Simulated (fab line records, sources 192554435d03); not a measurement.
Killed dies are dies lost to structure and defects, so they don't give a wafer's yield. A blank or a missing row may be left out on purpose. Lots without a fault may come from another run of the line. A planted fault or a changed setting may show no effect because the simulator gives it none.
fab line records | flow n5_finfet | part 1 of 2: steps 1 to 4 of 6
record lots=22 wafers=66 last_day=17
route steps=1938 shown BEOL_M2@912 BEOL_M3@949
lots that met no fault: from a run of the same line without faults
start_h: hours from the record's first day to the start of the lot's first wafer shown | wait_h: hours since the lot's step before | " the same as in the row above | L1.1+2: a row that stands for several wafers | - no value, or no start given | * or withheld: withheld | < > ~ a bound
route shown NAME@n: a module of which the file shows steps, and the number in the route of the first | usual: mean/standard deviation of fault-free wafers | same: alike in all rows | chamber/n: place in a boat | sites: the reading at each site | _std_site: their standard deviation | _edge_site: outer sites' mean less inner sites' | radius_mm: how far each site lies from the wafer's centre | mask NAME#n: copy n | behind: the tool/chamber that last shaped the wafer | hold: why the lot was held/for how many hours/how that ended | device: the transistor (n, p or np) that didn't switch | end of line: the same wafers' tests at the end of the route | a step without rows: its recipe alone | killed: dies lost to structure and defects at the first sort, not the wafer's yield | map: a wafer's dies, x killed, . not, _ none there
set.NAME: the setting as run; set.NAME@STEP: as run at that earlier step | model.NAME: the simulator's own value behind a step, which no gauge read
steps of the route over a sample of lots; a table a step, a row a wafer
services: from which hour (start_h, from the record's first day; less than 0 if before it) a tool's chamber was out of use, for how many hours, and why
## steps
# step N5_BEOL_M2_SPUTTER_88
# recipe material=Cu target_thk_a=45 temp_c=-20 chamber_pressure_pa=0.07 power_w=withheld time_s=8.29
# usual throttle_valve_pct=30.0/1.1
# columns lot.wafer tool chamber start_h wait_h throttle_valve_pct
L074.2 pvd_sputter-01 - 141.55 0.1 30.9
L074.3 " - " " 30.7
L074.4 " - " " 29.1
L075.1 pvd_sputter-02 - 141.71 0.1 27.8
L075.5 " - " " 29.2
L075.6 " - " " 27.7
L076.3 pvd_sputter-01 - 145.74 0.1 29.5
L076.4 " - " " 29.2
L076.6 " - " " 30.9
L077.3 pvd_sputter-03 - 162.04 0.1 29.8
L077.4 " - " " 30.1
L077.6 " - " " 28.5
L079.2 pvd_sputter-02 - 168.57 0.1 32.5
L079.4 " - " " 28.1
L079.6 " - " " 28.1
L078.1 pvd_sputter-01 - 168.78 0.1 29.3
L078.5 " - " " 30.8
L078.6 " - " " 30.5
L080.4 pvd_sputter-03 - 189.03 0.1 30.2
L080.5 " - " " 30.0
L080.6 " - " " 29.9
L081.1 pvd_sputter-01 - 189.14 0.1 31.2
L081.2 " - " " 29.0
L081.5 " - " " 28.8
L083.1 pvd_sputter-02 - 193.06 0.1 32.3
L083.3 " - " " 29.1
L083.5 " - " " 32.5
L084.3 pvd_sputter-01 - 198.18 0.1 30.5
L084.4 " - " " 29.4
L084.5 " - " " 30.8
L085.1 pvd_sputter-01 - 201.47 0.1 31.0
L085.4 " - " " 30.6
L085.5 " - " " 31.1
L088.2 pvd_sputter-01 - 216.77 0.1 31.2
L088.4 " - " " 29.7
L088.6 " - " " 30.6
L086.2 pvd_sputter-03 - 222.13 0.1 30.1
L086.5 " - " " 30.2
L086.6 " - " " 30.2
L087.1 pvd_sputter-01 - 226.08 0.1 30.7
L087.4 " - " " 28.7
L087.5 " - " " 31.1
L089.2 pvd_sputter-01 - 235.24 0.1 29.5
L089.4 " - " " 31.1
L089.6 " - " " 30.7
L090.3 pvd_sputter-01 - 237.68 0.1 29.4
L090.5 " - " " 30.8
L090.6 " - " " 31.0
L092.3 pvd_sputter-02 - 243.39 0.1 27.8
L092.4 " - " " 29.1
L092.5 " - " " 30.5
L091.1 pvd_sputter-01 - 243.44 0.1 30.8
L091.2 " - " " 29.7
L091.6 " - " " 31.0
L095.1 pvd_sputter-02 - 256.97 0.1 30.5
L095.4 " - " " 32.3
L095.5 " - " " 30.5
L094.1 pvd_sputter-03 - 260.86 0.1 28.3
L094.2 " - " " 30.3
L094.4 " - " " 30.0
L096.1 pvd_sputter-01 - 277.00 0.1 29.1
L096.2 " - " " 31.1
L096.3 " - " " 29.3
L097.1 pvd_sputter-01 - 285.01 0.1 29.6
L097.2 " - " " 29.0
L097.6 " - " " 28.9
# step N5_BEOL_M2_ANNEAL_89
# recipe temp_c=400 time_s=240 ambient=vacuum
# usual heater_power_w=807/51
# columns lot.wafer tool chamber start_h wait_h heater_power_w
L074.2 pvd_sputter-01 - 141.63 0.0 804
L074.3 " - " " 773
L074.4 " - " " 833
L075.1 pvd_sputter-02 - 141.79 0.0 858
L075.5 " - " " 799
L075.6 " - " " 846
L076.3 pvd_sputter-01 - 145.82 0.0 709
L076.4 " - " " 833
L076.6 " - " " 819
L077.3 pvd_sputter-03 - 162.12 0.0 903
L077.4 " - " " 839
L077.6 " - " " 812
L079.2 pvd_sputter-02 - 168.65 0.0 812
L079.4 " - " " 871
L079.6 " - " " 862
L078.1 pvd_sputter-01 - 168.87 0.0 690
L078.5 " - " " 811
L078.6 " - " " 811
L080.4 pvd_sputter-03 - 189.11 0.0 848
L080.5 " - " " 881
L080.6 " - " " 837
L081.1 pvd_sputter-01 - 189.22 0.0 813
L081.2 " - " " 848
L081.5 " - " " 823
L083.1 pvd_sputter-02 - 193.14 0.0 808
L083.3 " - " " 772
L083.5 " - " " 817
L084.3 pvd_sputter-01 - 198.26 0.0 781
L084.4 " - " " 693
L084.5 " - " " 776
L085.1 pvd_sputter-01 - 201.55 0.0 824
L085.4 " - " " 795
L085.5 " - " " 802
L088.2 pvd_sputter-01 - 216.85 0.0 803
L088.4 " - " " 713
L088.6 " - " " 792
L086.2 pvd_sputter-03 - 222.21 0.0 845
L086.5 " - " " 851
L086.6 " - " " 877
L087.1 pvd_sputter-01 - 226.16 0.0 780
L087.4 " - " " 851
L087.5 " - " " 819
L089.2 pvd_sputter-01 - 235.32 0.0 688
L089.4 " - " " 804
L089.6 " - " " 796
L090.3 pvd_sputter-01 - 237.76 0.0 691
L090.5 " - " " 800
L090.6 " - " " 808
L092.3 pvd_sputter-02 - 243.47 0.0 866
L092.4 " - " " 793
L092.5 " - " " 793
L091.1 pvd_sputter-01 - 243.52 0.0 812
L091.2 " - " " 693
L091.6 " - " " 797
L095.1 pvd_sputter-02 - 257.05 0.0 809
L095.4 " - " " 807
L095.5 " - " " 824
L094.1 pvd_sputter-03 - 260.94 0.0 843
L094.2 " - " " 870
L094.4 " - " " 827
L096.1 pvd_sputter-01 - 277.08 0.0 842
L096.2 " - " " 803
L096.3 " - " " 677
L097.1 pvd_sputter-01 - 285.09 0.0 698
L097.2 " - " " 843
L097.6 " - " " 824
# step N5_BEOL_M2_SPUTTER_96
# recipe material=Cu target_thk_a=45 temp_c=-20 chamber_pressure_pa=0.07 power_w=withheld time_s=8.29
# usual throttle_valve_pct=29.9/1.1
# columns lot.wafer tool chamber start_h wait_h throttle_valve_pct
L074.2 pvd_sputter-01 - 142.43 0.1 31.0
L074.3 " - " " 30.6
L074.4 " - " " 29.1
L075.1 pvd_sputter-02 - 142.59 0.1 28.0
L075.5 " - " " 29.4
L075.6 " - " " 27.7
L076.3 pvd_sputter-01 - 146.62 0.1 29.6
L076.4 " - " " 29.1
L076.6 " - " " 31.3
L077.3 pvd_sputter-03 - 162.92 0.1 29.9
L077.4 " - " " 29.8
L077.6 " - " " 28.6
L079.2 pvd_sputter-02 - 169.45 0.1 32.3
L079.4 " - " " 27.5
L079.6 " - " " 27.9
L078.1 pvd_sputter-01 - 169.74 0.1 29.5
L078.5 " - " " 31.0
L078.6 " - " " 30.7
L080.4 pvd_sputter-03 - 189.91 0.1 30.3
L080.5 " - " " 30.1
L080.6 " - " " 30.2
L081.1 pvd_sputter-01 - 190.09 0.1 31.2
L081.2 " - " " 29.1
L081.5 " - " " 28.8
L083.1 pvd_sputter-02 - 193.94 0.1 32.3
L083.3 " - " " 29.3
L083.5 " - " " 32.1
L084.3 pvd_sputter-01 - 199.06 0.1 30.9
L084.4 " - " " 29.4
L084.5 " - " " 30.6
L085.1 pvd_sputter-01 - 202.35 0.1 30.8
L085.4 " - " " 30.7
L085.5 " - " " 30.6
L088.2 pvd_sputter-01 - 217.65 0.1 31.3
L088.4 " - " " 29.4
L088.6 " - " " 30.7
L086.2 pvd_sputter-03 - 223.01 0.1 30.0
L086.5 " - " " 30.1
L086.6 " - " " 30.0
L087.1 pvd_sputter-01 - 226.96 0.1 30.7
L087.4 " - " " 29.0
L087.5 " - " " 31.1
L089.2 pvd_sputter-01 - 236.12 0.1 29.3
L089.4 " - " " 31.1
L089.6 " - " " 30.6
L090.3 pvd_sputter-01 - 238.56 0.1 29.8
L090.5 " - " " 30.6
L090.6 " - " " 30.9
L092.3 pvd_sputter-02 - 244.27 0.1 27.7
L092.4 " - " " 29.2
L092.5 " - " " 30.7
L091.1 pvd_sputter-01 - 244.32 0.1 30.5
L091.2 " - " " 29.7
L091.6 " - " " 31.2
L095.1 pvd_sputter-02 - 257.85 0.1 30.5
L095.4 " - " " 32.2
L095.5 " - " " 30.6
L094.1 pvd_sputter-03 - 261.74 0.1 28.6
L094.2 " - " " 30.0
L094.4 " - " " 29.7
L096.1 pvd_sputter-01 - 277.88 0.1 28.9
L096.2 " - " " 31.1
L096.3 " - " " 29.3
L097.1 pvd_sputter-01 - 285.89 0.1 29.3
L097.2 " - " " 29.1
L097.6 " - " " 28.9
# step N5_BEOL_M3_ETCH_63
# recipe chemistry=CF4 target=SiARC target_depth_a=156 mask_material=CAR-EUV time_s=26 ion_energy_ev=80 pressure_mtorr=40 source_w=545 bias_w=36 Ar_flow_sccm=100 cf4_flow_sccm=100 ends=cleared
# usual bias_w=36.02/0.11 drypump_motor_current_A=5.7/0.55 etch_rf_on_time_s=25.7/0.67 mfc_ar_sccm=100.0/0.3 oes_product_au=0.68/0.06 rf_fwd_power_W=532.3/2.2 rf_vpp_V=184.0/0.96 showerhead_plenum_p_Torr=2.12/0.043 throttle_valve_pct=15.51/0.23
# columns lot.wafer tool chamber start_h wait_h bias_w drypump_motor_current_A etch_rf_on_time_s mfc_ar_sccm oes_product_au rf_fwd_power_W rf_hours_counter_h rf_vpp_V showerhead_plenum_p_Torr throttle_valve_pct
L074.2 rie_diel-03 2 144.57 0.0 36.03 5.7 26.0 100.0 0.60 530.3 222 186.0 2.21 15.73
L074.3 " 0 " " 35.89 5.3 25.2 100.0 0.74 530.3 67 183.9 2.08 15.43
L074.4 " 3 " " 35.93 6.7 25.4 100.2 0.71 531.1 77 184.7 2.17 15.39
L075.1 rie_diel-02 0 148.23 0.0 36.11 5.4 24.9 99.6 0.78 529.0 38 183.0 2.09 15.00
L075.5 " 0 " " 35.77 5.4 24.9 99.7 0.79 530.1 - 182.4 2.09 15.00
L075.6 " 3 " " 36.11 5.4 26.8 100.4 0.63 532.8 - 185.5 2.11 15.65
L076.3 rie_diel-02 0 149.14 0.0 35.88 5.4 24.8 100.6 0.78 531.3 38 183.3 2.09 15.01
L076.4 " 3 " " 36.16 5.4 26.8 100.2 0.64 532.2 153 184.5 2.11 15.66
L076.6 " 2 " " 35.95 6.4 26.6 99.3 0.61 527.7 - 184.5 2.14 15.78
L077.3 rie_diel-02 0 165.44 0.0 36.09 5.4 24.9 100.0 0.78 533.8 43 183.6 2.09 15.01
L077.4 " 3 " " 36.06 5.4 26.5 99.9 0.63 533.5 157 183.9 2.11 15.66
L077.6 " 2 " " 35.93 6.4 26.5 99.8 0.61 531.9 - 185.0 2.14 15.76
L079.2 rie_diel-03 1 175.20 0.0 35.84 4.8 25.7 100.3 0.78 535.7 14 185.1 2.19 15.40
L079.4 " 2 " " 36.15 5.7 26.1 100.0 0.60 533.0 230 186.4 2.20 15.74
L079.6 " 0 " " 36.13 5.3 25.7 99.8 0.73 533.9 - 183.5 2.08 15.45
L078.1 rie_diel-02 0 175.48 0.0 35.80 5.4 25.2 100.3 0.76 531.1 46 183.6 2.09 15.03
L078.5 " 0 " " 35.94 5.4 25.0 100.1 0.77 532.4 - 182.2 2.09 15.03
L078.6 " 3 " " 35.90 5.4 26.3 100.8 0.63 534.7 - 183.7 2.11 15.68
L080.4 rie_diel-02 3 192.11 0.0 35.97 5.4 26.4 100.2 0.63 535.3 165 183.7 2.11 15.69
L080.5 " 3 " " 35.83 5.4 26.5 100.5 0.63 534.1 - 185.0 2.11 15.68
L080.6 " 2 " " 35.90 6.4 26.9 100.2 0.60 534.6 - 185.3 2.13 15.80
L081.1 rie_diel-05 0 192.35 0.0 35.97 5.8 26.5 99.5 0.61 531.5 225 183.8 2.12 15.70
L081.2 " 3 " " 35.90 6.4 25.7 99.9 0.69 530.5 88 184.2 2.10 15.81
L081.5 " 2 " " 36.11 5.9 24.8 100.0 0.71 529.3 - 185.0 2.16 15.42
L083.1 rie_diel-03 0 195.95 0.0 36.06 5.3 25.4 100.0 0.72 532.6 84 183.7 2.08 15.47
L083.3 " 1 " " 36.09 4.8 25.5 100.3 0.78 533.7 22 182.6 2.19 15.40
L083.5 " 3 " " 36.03 6.7 25.2 99.9 0.70 532.0 - 183.5 2.16 15.43
L084.3 rie_diel-02 0 201.18 0.0 36.20 5.4 24.7 99.9 0.76 533.4 54 182.6 2.08 15.04
L084.4 " 2 " " 36.13 6.4 26.8 99.7 0.60 531.2 170 183.4 2.13 15.81
L084.5 " 0 " " 36.13 5.4 25.1 100.2 0.76 530.2 - 184.7 2.08 15.04
L085.1 rie_diel-05 2 205.64 0.0 36.12 5.8 24.6 100.2 0.71 532.9 107 186.0 2.16 15.42
L085.4 " 1 " " 35.85 5.6 25.6 100.2 0.63 530.8 169 183.7 2.21 15.44
L085.5 " 2 " " 36.07 5.8 24.8 100.4 0.71 530.2 - 184.7 2.16 15.43
L088.2 rie_diel-03 2 220.58 0.0 36.05 5.7 26.1 100.0 0.60 531.1 237 184.9 2.20 15.77
L088.4 " 0 " " 35.95 5.3 25.6 100.0 0.70 533.6 90 182.5 2.08 15.47
L088.6 " 0 " " 36.05 5.3 25.4 100.4 0.71 533.0 - 183.7 2.08 15.48
L086.2 rie_diel-03 0 224.99 0.0 35.94 5.3 25.4 99.6 0.71 532.9 92 182.0 2.08 15.48
L086.5 " 3 " " 35.79 6.7 24.6 99.9 0.70 531.9 - 183.0 2.16 15.44
L086.6 " 0 " " 36.04 5.3 25.2 100.1 0.71 529.2 - 183.7 2.08 15.49
L087.1 rie_diel-02 1 230.88 0.0 36.22 5.7 25.7 99.9 0.68 534.3 106 183.1 2.07 15.45
L087.4 " 3 " " 36.00 5.4 26.6 100.0 0.62 534.3 177 183.7 2.10 15.70
L087.5 " 0 " " 35.87 5.4 24.7 100.1 0.75 531.4 - 184.2 2.08 15.06
L089.2 rie_diel-02 2 239.54 0.0 35.92 6.5 26.6 99.9 0.59 528.3 181 184.0 2.13 15.82
L089.4 " 3 " " 35.99 5.4 26.6 99.9 0.62 537.8 180 182.8 2.10 15.72
L089.6 " 3 " " 36.02 5.4 26.7 99.8 0.61 537.2 - 184.7 2.10 15.70
L090.3 rie_diel-03 2 242.35 0.0 35.96 5.7 26.3 100.2 0.59 531.5 243 185.4 2.20 15.75
L090.5 " 1 " " 35.99 4.8 25.5 100.2 0.75 535.8 - 185.2 2.18 15.43
L090.6 " 2 " " 35.89 5.7 26.6 100.2 0.58 533.4 - 185.2 2.20 15.77
L092.3 rie_diel-02 0 246.50 0.0 36.10 5.4 24.7 100.0 0.75 529.8 67 183.4 2.08 15.06
L092.4 " 3 " " 36.08 5.4 26.5 100.0 0.62 533.7 182 183.2 2.10 15.72
L092.5 " 1 " " 36.04 5.7 25.6 99.9 0.68 529.3 - 183.5 2.07 15.46
L091.1 rie_diel-05 3 246.78 0.0 35.88 6.4 25.7 100.0 0.68 531.0 103 183.9 2.09 15.84
L091.2 " 1 " " 35.80 5.7 25.9 99.9 0.62 536.2 183 184.8 2.20 15.49
L091.6 " 3 " " 35.94 6.4 25.9 100.2 0.68 531.9 - 182.7 2.09 15.85
L095.1 rie_diel-05 3 260.02 0.0 36.01 6.4 26.0 100.6 0.68 531.9 107 182.5 2.09 15.85
L095.4 " 1 " " 35.92 5.6 26.2 99.6 0.61 533.4 188 185.0 2.20 15.49
L095.5 " 3 " " 36.01 6.4 26.1 100.3 0.67 529.6 - 183.6 2.09 15.84
L094.1 rie_diel-03 3 263.93 0.0 36.16 6.6 25.5 101.0 0.68 530.8 114 184.0 2.15 15.45
L094.2 " 0 " " 35.97 5.3 25.8 100.3 0.70 530.7 104 182.9 2.07 15.54
L094.4 " 0 " " 35.77 5.3 25.8 100.4 0.69 530.4 - 185.3 2.07 15.53
L096.1 rie_diel-03 1 281.79 0.0 36.12 4.8 25.5 99.9 0.73 533.0 48 183.8 2.18 15.46
L096.2 " 3 " " 35.95 6.6 25.5 99.9 0.67 531.4 120 183.0 2.15 15.48
L096.3 " 0 " " 36.19 5.3 26.0 100.3 0.69 534.7 110 183.0 2.07 15.53
L097.1 rie_diel-02 3 291.12 0.0 35.78 5.4 26.4 100.3 0.61 532.4 194 184.0 2.10 15.76
L097.2 " 2 " " 36.18 6.4 26.9 99.7 0.58 530.9 194 184.1 2.12 15.84
L097.6 " 0 " " 36.14 5.4 24.9 99.9 0.73 529.6 - 182.4 2.08 15.08
